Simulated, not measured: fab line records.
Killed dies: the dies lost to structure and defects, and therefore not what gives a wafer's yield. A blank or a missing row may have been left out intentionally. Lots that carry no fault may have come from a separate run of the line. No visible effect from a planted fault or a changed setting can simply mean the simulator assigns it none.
Split-lot study + flow n5 finfet + 21 wafers read across 7 lots, on a route 1938 steps long

== ABOUT THE SPLIT ==
At N5_BEOL_M8_ETCH_65 (etches SiARC in CF4, target depth 15.6 nm, time 26 s), the setting source w was moved away from the recipe's 545 W on 8 of the 21 wafers read, by -15.0% to +13.7%. The other wafers ran this setting at the recipe's value.

The reading is taken at the split's own step.

== THE READING ==
rf vpp V, in V, at N5_BEOL_M8_ETCH_65 (etches SiARC in CF4, target depth 15.6 nm, time 26 s). Typical for fault-free wafers on this fab line: 184.1 V, with standard deviation 1.3 V.

| wafer  | tool, chamber at the split | source w as run, W | against the recipe | rf vpp V, V | against lot-mates on the recipe |
|--------|----------------------------|--------------------|--------------------|-------------|---------------------------------|
| L074.2 | rie diel-03, 3             | 518.7              | -4.8%              | 188.9       | +5.8                            |
| L074.5 | rie diel-03, 2             | 518.7              | -4.8%              | 189.5       | +6.4                            |
| L074.6 | rie diel-03, 1             | 545                | recipe             | 183.1       | -                               |
| L077.1 | rie diel-03, 2             | 545                | recipe             | 185.6       | -                               |
| L077.4 | rie diel-03, 3             | 545                | recipe             | 186.4       | -                               |
| L077.5 | rie diel-03, 1             | 605.9              | +11.2%             | 177.3       | -8.7                            |
| L080.2 | rie diel-06, 2             | 545                | recipe             | 185.6       | -                               |
| L080.5 | rie diel-06, 0             | 545                | recipe             | 184.1       | -                               |
| L080.6 | rie diel-06, 3             | 619.9              | +13.7%             | 176.4       | -8.4                            |
| L085.1 | rie diel-03, 3             | 519.2              | -4.7%              | 187.5       | +2.1                            |
| L085.4 | rie diel-03, 2             | 545                | recipe             | 183.8       | -                               |
| L085.5 | rie diel-03, 3             | 545                | recipe             | 186.9       | -                               |
| L087.2 | rie diel-06, 2             | 545                | recipe             | 183.1       | -                               |
| L087.3 | rie diel-06, 0             | 545                | recipe             | 183.0       | -                               |
| L087.6 | rie diel-06, 2             | 505.4              | -7.3%              | 188.9       | +5.8                            |
| L091.1 | rie diel-01, 0             | 545                | recipe             | 185.7       | -                               |
| L091.3 | rie diel-01, 3             | 463.1              | -15.0%             | 194.5       | +8.8                            |
| L091.6 | rie diel-01, 3             | 463.1              | -15.0%             | 195.2       | +9.5                            |
| L095.1 | rie diel-06, 3             | 545                | recipe             | 181.7       | -                               |
| L095.4 | rie diel-06, 2             | 545                | recipe             | 184.3       | -                               |
| L095.5 | rie diel-06, 1             | 545                | recipe             | 183.5       | -                               |

FIT RESULTS
A straight line over all 21 wafers: rf vpp V changes by -0.666 V for each +1% of source w; r = -0.96; the points scatter about the line by 1.4 V.
The same after taking each lot's own level away (the mean of its wafers on the recipe; 21 wafers): -0.671 V for each +1%; r = -0.96; scatter 1.3 V.
The reading moves by 10 V for the largest change in source w, on that fit.
The lots' own levels span 183.05 to 186.00 V, that is 2.3 times the standard deviation above.
The two slopes agree, so the slope changes little with the lot-to-lot level.
Check: for one of the wafers moved furthest among these (-15.0%), held out of the fit, the line's prediction against its lot-mates is +10.8 V. It came out at +8.8 V against them.
Tool readings at the split's step, against how far the setting was moved: etch rf on time s r = -0.95; rf vpp V r = -0.96.

== OTHER SPLITS APPLIED TO THESE WAFERS ==
Before the reading, these wafers also passed through other splits. Each is held against what the fit with the lots' levels taken away leaves over:
| other split on the same wafers | wafers away from the commonest value | r with rf vpp V (lot level and that fit taken away) |
|--------------------------------|--------------------------------------|-----------------------------------------------------|
| N5_BEOL_M5_ETCH_72 bias w      | 7                                    | -0.17                                               |
| N5_BEOL_M5_DEP_56 time s       | 4                                    | +0.06                                               |
| N5_BEOL_M7_ILD_DEP_00 time s   | 7                                    | -0.08                                               |
| N5_BEOL_M7_ETCH_61 source w    | 10                                   | +0.12                                               |
| N5_BEOL_M7_COAT_71 spin rpm    | 9                                    | +0.09                                               |

== THE WHOLE CHAIN: every reading that the file lists as answering this split, in the file's order ==
| step               | what it does                                         | reading           | change (the file's fit)              | r (the file's) |
|--------------------|------------------------------------------------------|-------------------|--------------------------------------|----------------|
| N5_BEOL_M8_ETCH_65 | etches SiARC in CF4, target depth 15.6 nm, time 26 s | etch rf on time s | withheld for each +1% of the setting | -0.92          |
| N5_BEOL_M8_ETCH_65 | etches SiARC in CF4, target depth 15.6 nm, time 26 s | rf vpp V          | -0.678 V for each +1% of the setting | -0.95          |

== THE FILE'S OWN FIT ==
rf vpp V changes by -0.678 V for each +1% of source w, r = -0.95.
